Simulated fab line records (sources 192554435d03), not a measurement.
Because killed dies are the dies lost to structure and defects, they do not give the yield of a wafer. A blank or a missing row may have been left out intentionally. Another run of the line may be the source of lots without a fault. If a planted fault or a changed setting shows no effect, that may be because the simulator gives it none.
Chamber matching || flow n5_finfet || 4 sister chambers for N5_BEOL_M1_ALD_98 on ald_sin-04
The step deposits SiO2, target thk 2.5 nm, pulse time 1 s, co reactant pulse time 1 s. 20 wafers are shown with their chamber, then 10 later ones without.

WAFERS WITH THEIR CHAMBER
{"wafer": "L075.3", "chamber": 3, "heater_power_w (W)": 67, "precursor_pulse_height_rel": 1.022}
{"wafer": "L075.4", "chamber": 0, "heater_power_w (W)": 76, "precursor_pulse_height_rel": 0.976}
{"wafer": "L075.6", "chamber": 0, "heater_power_w (W)": 74, "precursor_pulse_height_rel": 1.022}
{"wafer": "L077.1", "chamber": 3, "heater_power_w (W)": 66, "precursor_pulse_height_rel": 0.988}
{"wafer": "L077.4", "chamber": 2, "heater_power_w (W)": 85, "precursor_pulse_height_rel": 1.016}
{"wafer": "L077.5", "chamber": 1, "heater_power_w (W)": 89, "precursor_pulse_height_rel": 1.016}
{"wafer": "L078.1", "chamber": 1, "heater_power_w (W)": 90, "precursor_pulse_height_rel": 1.001}
{"wafer": "L078.3", "chamber": 0, "heater_power_w (W)": 73, "precursor_pulse_height_rel": 1.009}
{"wafer": "L078.5", "chamber": 0, "heater_power_w (W)": 74, "precursor_pulse_height_rel": 1.010}
{"wafer": "L079.2", "chamber": 3, "heater_power_w (W)": 68, "precursor_pulse_height_rel": 1.046}
{"wafer": "L079.3", "chamber": 0, "heater_power_w (W)": 75, "precursor_pulse_height_rel": 0.997}
{"wafer": "L079.6", "chamber": 1, "heater_power_w (W)": 90, "precursor_pulse_height_rel": 0.973}
{"wafer": "L080.3", "chamber": 0, "heater_power_w (W)": 75, "precursor_pulse_height_rel": 1.011}
{"wafer": "L080.5", "chamber": 3, "heater_power_w (W)": 68, "precursor_pulse_height_rel": 0.980}
{"wafer": "L080.6", "chamber": 0, "heater_power_w (W)": 74, "precursor_pulse_height_rel": 1.025}
{"wafer": "L085.1", "chamber": 3, "heater_power_w (W)": 68, "precursor_pulse_height_rel": 0.983}
{"wafer": "L085.3", "chamber": 1, "heater_power_w (W)": 89, "precursor_pulse_height_rel": 1.019}
{"wafer": "L085.6", "chamber": 2, "heater_power_w (W)": 79, "precursor_pulse_height_rel": 1.044}
{"wafer": "L091.2", "chamber": 2, "heater_power_w (W)": 80, "precursor_pulse_height_rel": 0.979}
{"wafer": "L091.5", "chamber": 1, "heater_power_w (W)": 88, "precursor_pulse_height_rel": 1.007}

SIGNATURES, as means of the wafers listed above
{"reading": "heater_power_w", "chamber 0": 74.43, "chamber 1": 89.20, "chamber 2": 81.33, "chamber 3": 67.40, "scatter within a chamber": 1.42}
{"reading": "precursor_pulse_height_rel", "chamber 0": 1.00714, "chamber 1": 1.00320, "chamber 2": 1.01300, "chamber 3": 1.00380, "scatter within a chamber": 0.023}
Rule: a wafer's distance from a chamber is the root of the sum, over the readings, of the square of ((its reading less the chamber's mean) divided by the reading's scatter). If the next closest chamber is less than 2 further off than the closest, the wafer can't be placed; otherwise it belongs to the closest. The scatter is the square root of a quotient: the sum, over the shown wafers, of each reading's squared deviation from its chamber's mean, divided by wafers minus chambers.

WAFERS WITH NO CHAMBER GIVEN
{"wafer": "L091.6", "heater_power_w (W)": 79, "precursor_pulse_height_rel": 0.971}
{"wafer": "L092.1", "heater_power_w (W)": 71, "precursor_pulse_height_rel": 0.965}
{"wafer": "L092.2", "heater_power_w (W)": 89, "precursor_pulse_height_rel": 0.998}
{"wafer": "L092.5", "heater_power_w (W)": 68, "precursor_pulse_height_rel": 1.002}
{"wafer": "L093.3", "heater_power_w (W)": 70, "precursor_pulse_height_rel": 1.003}
{"wafer": "L093.4", "heater_power_w (W)": 67, "precursor_pulse_height_rel": 0.978}
{"wafer": "L093.6", "heater_power_w (W)": 89, "precursor_pulse_height_rel": 1.021}
{"wafer": "L096.2", "heater_power_w (W)": 66, "precursor_pulse_height_rel": 0.999}
{"wafer": "L096.3", "heater_power_w (W)": 90, "precursor_pulse_height_rel": 0.994}
{"wafer": "L096.4", "heater_power_w (W)": 70, "precursor_pulse_height_rel": 0.977}

THE CHAMBER EACH PASSED THROUGH
{"wafer": "L091.6", "from the rows above": "can't be placed: 2 or 0", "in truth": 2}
{"wafer": "L092.1", "from the rows above": "can't be placed: 0 or 3", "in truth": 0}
{"wafer": "L092.2", "from the rows above": 1, "in truth": 1}
{"wafer": "L092.5", "from the rows above": 3, "in truth": 3}
{"wafer": "L093.3", "from the rows above": "can't be placed: 3 or 0", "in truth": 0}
{"wafer": "L093.4", "from the rows above": 3, "in truth": 3}
{"wafer": "L093.6", "from the rows above": 1, "in truth": 1}
{"wafer": "L096.2", "from the rows above": 3, "in truth": 3}
{"wafer": "L096.3", "from the rows above": 1, "in truth": 1}
{"wafer": "L096.4", "from the rows above": "can't be placed: 3 or 0", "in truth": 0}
Correct placement for 6 of the 10. These rows do not allow placing 4 (true chamber among the candidates in 4). Number placed wrongly: 0.
